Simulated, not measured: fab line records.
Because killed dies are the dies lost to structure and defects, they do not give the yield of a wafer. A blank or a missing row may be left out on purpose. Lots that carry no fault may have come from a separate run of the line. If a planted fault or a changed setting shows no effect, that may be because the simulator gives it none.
Matching of chambers | flow n5Finfet | rieDiel-03 running N5_GATE_CUT_ETCH_58: 4 sister chambers
The step etches SiNx in CH3F/O2, target depth 17 nm, time 128.6 s. 4 wafers are shown with their chamber, then 10 later ones without.

WAFERS PAIRED WITH THEIR CHAMBERS
wafer  | chamber | showerheadPlenumPTorr (Torr)
L087.1 | 1       | 2.08
L087.5 | 3       | 1.94
L089.3 | 2       | 2.13
L089.4 | 0       | 2.04

WAFERS WITHOUT THEIR CHAMBER
wafer  | showerheadPlenumPTorr (Torr)
L089.6 | 2.13
L096.1 | 1.93
L096.2 | 2.04
L096.3 | 2.07
L096.4 | 2.13
L096.5 | 2.13
L096.6 | 2.08
L097.2 | 1.93
L097.3 | 2.13
L097.5 | 2.04

CHAMBER TAKEN BY EACH
wafer  | from the rows above | in truth
L089.6 | 2                   | 2
L096.1 | 3                   | 3
L096.2 | 0                   | 0
L096.3 | 1                   | 1
L096.4 | 2                   | 2
L096.5 | 2                   | 2
L096.6 | 1                   | 1
L097.2 | 3                   | 3
L097.3 | 2                   | 2
L097.5 | 0                   | 0
Correct placement for 10 of the 10. Left unplaced by these rows: 0. 0 placed wrongly.
How it was worked out, from the rows above alone: a wafer's distance from a chamber is the root of the sum, over the readings, of the square of ((its reading less the chamber's mean) divided by the reading's scatter). If the next closest chamber is less than 2 further off than the closest, the wafer can't be placed; otherwise it belongs to the closest. Each chamber's mean is taken over the wafers shown for it. The scatter: root of mean squared gap, hidden wafer to nearest shown wafer, with one shown wafer a chamber.
